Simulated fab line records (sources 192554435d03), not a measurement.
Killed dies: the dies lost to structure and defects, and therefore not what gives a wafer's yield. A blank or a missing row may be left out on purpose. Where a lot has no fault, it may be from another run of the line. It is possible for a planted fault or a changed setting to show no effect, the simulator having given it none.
fab line records ; flow n5-finfet
record lots=13; wafers=39; last-day=16
route steps=1938 shown DUMMY_GATE@257 SD_EPI_N@270 SD_ACTIVATION@332
lots that met no fault: from a run of the same line without faults
start-h: hours from the record's opening day to when the first of the lot's shown wafers began ; wait-h: hours since the lot's step before ; " as in the row above ; L1.1+2: one row covering several wafers at once ; - no value present, or no start provided ; * or withheld: withheld ; < > ~ a bound
route shown NAME@n: NAME is a module with steps in the file, n the number in the route of the first one ; usual: the fault-free wafers' mean and standard deviation ; same: alike in all rows ; chamber/n: place in a boat ; sites: each site's reading ; _std_site: the values' standard deviation ; _edge_site: mean of outer sites minus mean of inner sites ; radius-mm: how far each site lies from the wafer's centre ; mask NAME#n: copy n ; behind: the most recent tool/chamber to have shaped the wafer ; hold: why the lot went on hold/how many hours it stayed there/how the hold came to an end ; device: the n, p or np transistor that did not switch ; end of line: the route-end tests of the same wafers ; a step given without rows: its recipe and nothing more ; killed: not the wafer's yield, but the dies lost to structure and defects at the first sort ; map: per-die view of a wafer (x killed, . not killed, _ where there is no die)
set.NAME: the setting the step ran with; set.NAME@STEP: the setting that earlier step ran with ; model.NAME: the simulator's own value behind a step, which no gauge read
steps of the route over a sample of lots; a table a step, a row a wafer
services: a tool's chamber out of use, with start hour (start-h, from the record's first day; less than 0 if before it), hours out, and reason
## steps
# step N5_DUMMY_GATE_INSPECT_27
# recipe inspect-instrument=brightfield; mode=aei
# usual raw-defect-count=269/66
lot.wafer;tool;chamber;start-h;wait-h;raw-defect-count
L770.1;defect-inspect-01;-;57.14;0.0;247
L770.2;defect-inspect-01;-;57.14;0.0;249
L770.4;defect-inspect-01;-;57.14;0.0;276
L773.1;defect-inspect-01;-;71.40;0.0;242
L773.3;defect-inspect-01;-;71.40;0.0;290
L773.5;defect-inspect-01;-;71.40;0.0;322
L774.1;defect-inspect-02;-;76.72;0.0;159
L774.2;defect-inspect-02;-;76.72;0.0;250
L774.4;defect-inspect-02;-;76.72;0.0;265
L776.1;defect-inspect-02;-;91.33;0.0;211
L776.5;defect-inspect-02;-;91.33;0.0;163
L776.6;defect-inspect-02;-;91.33;0.0;216
L777.1;defect-inspect-02;-;96.96;0.0;265
L777.4;defect-inspect-02;-;96.96;0.0;353
L777.6;defect-inspect-02;-;96.96;0.0;373
L778.2;defect-inspect-02;-;103.86;0.0;171
L778.4;defect-inspect-02;-;103.86;0.0;264
L778.6;defect-inspect-02;-;103.86;0.0;256
L780.2;defect-inspect-01;-;114.43;0.0;280
L780.3;defect-inspect-01;-;114.43;0.0;358
L780.6;defect-inspect-01;-;114.43;0.0;433
L781.3;defect-inspect-02;-;120.25;0.0;201
L781.4;defect-inspect-02;-;120.25;0.0;255
L781.6;defect-inspect-02;-;120.25;0.0;221
L785.2;defect-inspect-02;-;143.03;0.0;225
L785.5;defect-inspect-02;-;143.03;0.0;344
L785.6;defect-inspect-02;-;143.03;0.0;222
L786.1;defect-inspect-01;-;154.33;0.0;295
L786.4;defect-inspect-01;-;154.33;0.0;276
L786.5;defect-inspect-01;-;154.33;0.0;195
L788.1;defect-inspect-02;-;162.15;0.0;271
L788.3;defect-inspect-02;-;162.15;0.0;323
L788.4;defect-inspect-02;-;162.15;0.0;273
L789.2;defect-inspect-02;-;172.49;0.0;292
L789.3;defect-inspect-02;-;172.49;0.0;288
L789.6;defect-inspect-02;-;172.49;0.0;234
L790.1;defect-inspect-01;-;173.07;0.0;368
L790.2;defect-inspect-01;-;173.07;0.0;358
L790.3;defect-inspect-01;-;173.07;0.0;441
# step N5_SD_EPI_N_CD_MEAS_09
# recipe target-cd-nm=120; landing-energy-ev=500; detector=se-inlens
# usual cd-nm=120.1/0.62
lot.wafer;tool;chamber;start-h;wait-h;cd-nm
L770.1;cd-sem-01;0;58.16;-;121.8
L770.2;cd-sem-01;0;58.16;-;121.4
L770.4;cd-sem-01;0;58.16;-;120.7
L773.1;cd-sem-01;0;72.41;-;120.1
L773.3;cd-sem-01;0;72.41;-;120.7
L773.5;cd-sem-01;0;72.41;-;119.4
L774.1;cd-sem-02;0;77.72;-;120.6
L774.2;cd-sem-02;0;77.72;-;121.0
L774.4;cd-sem-02;0;77.72;-;120.3
L776.1;cd-sem-02;0;92.21;-;119.7
L776.5;cd-sem-02;0;92.21;-;120.2
L776.6;cd-sem-02;0;92.21;-;120.2
L777.1;cd-sem-03;0;98.98;-;119.8
L777.4;cd-sem-03;0;98.98;-;120.7
L777.6;cd-sem-03;0;98.98;-;120.7
L778.2;cd-sem-03;0;104.74;-;120.0
L778.4;cd-sem-03;0;104.74;-;119.9
L778.6;cd-sem-03;0;104.74;-;119.9
L780.2;cd-sem-01;0;115.45;-;119.9
L780.3;cd-sem-01;0;115.45;-;119.9
L780.6;cd-sem-01;0;115.45;-;120.9
L781.3;cd-sem-03;0;121.28;-;119.4
L781.4;cd-sem-03;0;121.28;-;119.2
L781.6;cd-sem-03;0;121.28;-;119.6
L785.2;cd-sem-03;0;144.04;-;121.8
L785.5;cd-sem-03;0;144.04;-;120.9
L785.6;cd-sem-03;0;144.04;-;120.1
L786.1;cd-sem-02;0;155.34;-;119.8
L786.4;cd-sem-02;0;155.34;-;120.4
L786.5;cd-sem-02;0;155.34;-;119.6
L788.1;cd-sem-03;0;163.15;-;119.9
L788.3;cd-sem-03;0;163.15;-;119.5
L788.4;cd-sem-03;0;163.15;-;119.7
L789.2;cd-sem-02;0;173.49;-;120.0
L789.3;cd-sem-02;0;173.49;-;120.4
L789.6;cd-sem-02;0;173.49;-;119.0
L790.1;cd-sem-01;0;174.06;-;118.8
L790.2;cd-sem-01;0;174.06;-;119.5
L790.3;cd-sem-01;0;174.06;-;119.9
# step N5_SD_EPI_N_OVL_MEAS_10
# recipe points-per-wafer=44
# usual SD_N_BLK_OVL=0.4/0.84
lot.wafer;tool;chamber;start-h;wait-h;SD_N_BLK_OVL[nm]
L770.1;overlay-02;0;58.19;0.0;0.7
L770.2;overlay-02;0;58.19;0.0;1.8
L770.4;overlay-02;0;58.19;0.0;1.7
L773.1;overlay-01;0;72.44;0.0;-0.1
L773.3;overlay-01;0;72.44;0.0;-1.0
L773.5;overlay-01;0;72.44;0.0;-0.3
L774.1;overlay-01;0;77.75;0.0;0.2
L774.2;overlay-01;0;77.75;0.0;0.0
L774.4;overlay-01;0;77.75;0.0;0.0
L776.1;overlay-02;0;92.24;0.0;-0.3
L776.5;overlay-02;0;92.24;0.0;1.1
L776.6;overlay-02;0;92.24;0.0;-0.5
L777.1;overlay-01;0;99.01;0.0;1.1
L777.4;overlay-01;0;99.01;0.0;1.7
L777.6;overlay-01;0;99.01;0.0;1.1
L778.2;overlay-01;0;104.77;0.0;0.3
L778.4;overlay-01;0;104.77;0.0;0.2
L778.6;overlay-01;0;104.77;0.0;-0.5
L780.2;overlay-01;0;115.47;0.0;1.5
L780.3;overlay-01;0;115.47;0.0;0.6
L780.6;overlay-01;0;115.47;0.0;0.2
L781.3;overlay-02;0;121.31;0.0;0.7
L781.4;overlay-02;0;121.31;0.0;-0.9
L781.6;overlay-02;0;121.31;0.0;-0.1
L785.2;overlay-02;0;144.07;0.0;0.8
L785.5;overlay-02;0;144.07;0.0;0.0
L785.6;overlay-02;0;144.07;0.0;-0.3
L786.1;overlay-02;0;155.37;0.0;-0.8
L786.4;overlay-02;0;155.37;0.0;0.6
L786.5;overlay-02;0;155.37;0.0;1.0
L788.1;overlay-01;0;163.18;0.0;0.7
L788.3;overlay-01;0;163.18;0.0;0.2
L788.4;overlay-01;0;163.18;0.0;-0.2
L789.2;overlay-01;0;173.52;0.0;1.5
L789.3;overlay-01;0;173.52;0.0;0.1
L789.6;overlay-01;0;173.52;0.0;1.5
L790.1;overlay-02;0;174.09;0.0;1.2
L790.2;overlay-02;0;174.09;0.0;0.0
L790.3;overlay-02;0;174.09;0.0;1.1
# step N5_SD_EPI_N_PRECLEAN_48
# recipe chemistry=NF3:NH3; afs-cycles=2; temp-c=30; time-s=20; sublimation-temp-c=180; sublimation-time-s=60; pressure-torr=3; rf-power-w=30
# usual afs-cycles=2/0; chamber-pressure-Torr=2.999/0.0072
lot.wafer;tool;chamber;start-h;wait-h;afs-cycles;chamber-pressure-Torr
L770.1;epi-rpcvd-04;0;59.63;0.0;2;3.005
L770.2;epi-rpcvd-04;0;59.63;0.0;2;2.989
L770.4;epi-rpcvd-04;0;59.63;0.0;2;2.990
L773.1;epi-rpcvd-03;0;73.76;0.0;2;2.995
L773.3;epi-rpcvd-03;0;73.76;0.0;2;2.992
L773.5;epi-rpcvd-03;0;73.76;0.0;2;2.999
L774.1;epi-rpcvd-03;0;80.13;0.0;2;2.995
L774.2;epi-rpcvd-03;0;80.13;0.0;2;2.999
L774.4;epi-rpcvd-03;0;80.13;0.0;2;2.998
L776.1;epi-rpcvd-04;0;93.43;0.0;2;2.994
L776.5;epi-rpcvd-04;0;93.43;0.0;2;2.996
L776.6;epi-rpcvd-04;0;93.43;0.0;2;2.989
L777.1;epi-rpcvd-03;0;100.20;0.0;2;2.998
L777.4;epi-rpcvd-03;0;100.20;0.0;2;3.002
L777.6;epi-rpcvd-03;0;100.20;0.0;2;3.002
L778.2;epi-rpcvd-04;0;106.04;0.1;2;2.999
L778.4;epi-rpcvd-04;0;106.04;0.1;2;3.004
L778.6;epi-rpcvd-04;0;106.04;0.1;2;3.000
L780.2;epi-rpcvd-03;0;116.96;0.1;2;3.010
L780.3;epi-rpcvd-03;0;116.96;0.1;2;3.001
L780.6;epi-rpcvd-03;0;116.96;0.1;2;3.002
L781.3;epi-rpcvd-02;0;122.64;0.2;2;2.998
L781.4;epi-rpcvd-02;0;122.64;0.2;2;2.982
L781.6;epi-rpcvd-02;0;122.64;0.2;2;3.002
L785.2;epi-rpcvd-03;0;145.49;0.1;2;2.994
L785.5;epi-rpcvd-03;0;145.49;0.1;2;3.003
L785.6;epi-rpcvd-03;0;145.49;0.1;2;3.001
L786.1;epi-rpcvd-02;0;156.56;0.0;2;3.008
L786.4;epi-rpcvd-02;0;156.56;0.0;2;2.990
L786.5;epi-rpcvd-02;0;156.56;0.0;2;2.998
L788.1;epi-rpcvd-02;-;164.38;0.0;-;-
L788.3;epi-rpcvd-02;-;164.38;0.0;-;-
L788.4;epi-rpcvd-02;-;164.38;0.0;-;-
L789.2;epi-rpcvd-04;-;174.80;0.1;-;-
L789.3;epi-rpcvd-04;-;174.80;0.1;-;-
L789.6;epi-rpcvd-04;-;174.80;0.1;-;-
L790.1;epi-rpcvd-03;0;175.34;0.0;2;3.013
L790.2;epi-rpcvd-03;0;175.34;0.0;2;2.997
L790.3;epi-rpcvd-03;0;175.34;0.0;2;2.998
# step N5_SD_ACTIVATION_RS_MEAS_03
# recipe thk-meas-gauge=four-point-probe
# usual RS_SD_N=21.94/0.27; RS_SD_P=56.1/0.82
lot.wafer;tool;chamber;start-h;wait-h;RS_SD_N[ohm/sq];RS_SD_P[ohm/sq]
L770.1;film-metro-02;-;69.45;0.2;21.88;55.6
L770.2;film-metro-02;-;69.45;0.2;21.83;55.5
L770.4;film-metro-02;-;69.45;0.2;21.66;55.8
L773.1;film-metro-01;-;82.39;0.2;22.02;54.8
L773.3;film-metro-01;-;82.39;0.2;21.82;55.7
L773.5;film-metro-01;-;82.39;0.2;21.91;54.8
L774.1;film-metro-02;-;90.29;0.2;21.97;56.4
L774.2;film-metro-02;-;90.29;0.2;22.21;57.4
L774.4;film-metro-02;-;90.29;0.2;21.90;56.7
L776.1;film-metro-01;-;101.46;0.2;21.97;56.6
L776.5;film-metro-01;-;101.46;0.2;21.87;55.8
L776.6;film-metro-01;-;101.46;0.2;21.78;56.9
L777.1;film-metro-01;-;107.66;0.2;22.23;55.4
L777.4;film-metro-01;-;107.66;0.2;22.00;55.8
L777.6;film-metro-01;-;107.66;0.2;22.29;55.6
L778.2;film-metro-01;-;114.28;0.2;21.93;57.5
L778.4;film-metro-01;-;114.28;0.2;22.10;57.4
L778.6;film-metro-01;-;114.28;0.2;22.00;57.1
L780.2;film-metro-01;-;125.94;0.2;21.63;55.5
L780.3;film-metro-01;-;125.94;0.2;21.56;56.2
L780.6;film-metro-01;-;125.94;0.2;21.75;56.1
L781.3;film-metro-02;-;130.19;0.2;21.76;56.4
L781.4;film-metro-02;-;130.19;0.2;22.12;55.9
L781.6;film-metro-02;-;130.19;0.2;22.09;55.0
L785.2;film-metro-02;-;154.17;0.2;21.78;57.9
L785.5;film-metro-02;-;154.17;0.2;22.11;57.6
L785.6;film-metro-02;-;154.17;0.2;21.76;57.7
L786.1;film-metro-01;-;163.88;0.2;21.72;55.4
L786.4;film-metro-01;-;163.88;0.2;21.78;55.6
L786.5;film-metro-01;-;163.88;0.2;21.65;55.6
L788.1;film-metro-02;-;173.32;0.2;-;56.0
L788.3;film-metro-02;-;173.32;0.2;-;56.0
L788.4;film-metro-02;-;173.32;0.2;-;55.3
L789.2;film-metro-02;-;183.21;0.2;-;56.2
L789.3;film-metro-02;-;183.21;0.2;-;55.6
L789.6;film-metro-02;-;183.21;0.2;-;55.6
L790.1;film-metro-02;-;183.56;0.2;21.55;55.4
L790.2;film-metro-02;-;183.56;0.2;21.09;55.2
L790.3;film-metro-02;-;183.56;0.2;21.84;55.7
## services
tool;chamber;start-h;hours;kind
epi-rpcvd-02;-;47.98;2.2;repair
epi-rpcvd-04;-;65.69;27.2;pm
epi-rpcvd-04;-;104.47;0.5;pm
## key
first-sign step=N5_SD_EPI_N_PRECLEAN_48; reading=tool-record; direction=missing
effect step=N5_SD_ACTIVATION_RS_MEAS_03; reading=RS_SD_N; direction=missing
met-at N5_SD_EPI_N_PRECLEAN_48
struck-lots L788,L789
rows-end L788.1,L788.3,L788.4,L789.2,L789.3,L789.6
not-acting-at N5_DUMMY_GATE_INSPECT_27,N5_SD_EPI_N_CD_MEAS_09,N5_SD_EPI_N_OVL_MEAS_10
onset-between 156.56 164.38
fault kind=skipped-step-whole; tool=epi-rpcvd-02,epi-rpcvd-04; chamber=-; onset-h=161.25; steps=N5_SD_EPI_N_PRECLEAN_48; scope=struck-lots-only
# rows-end: these wafers met a further fault down the route, and their rows from its step on are left out
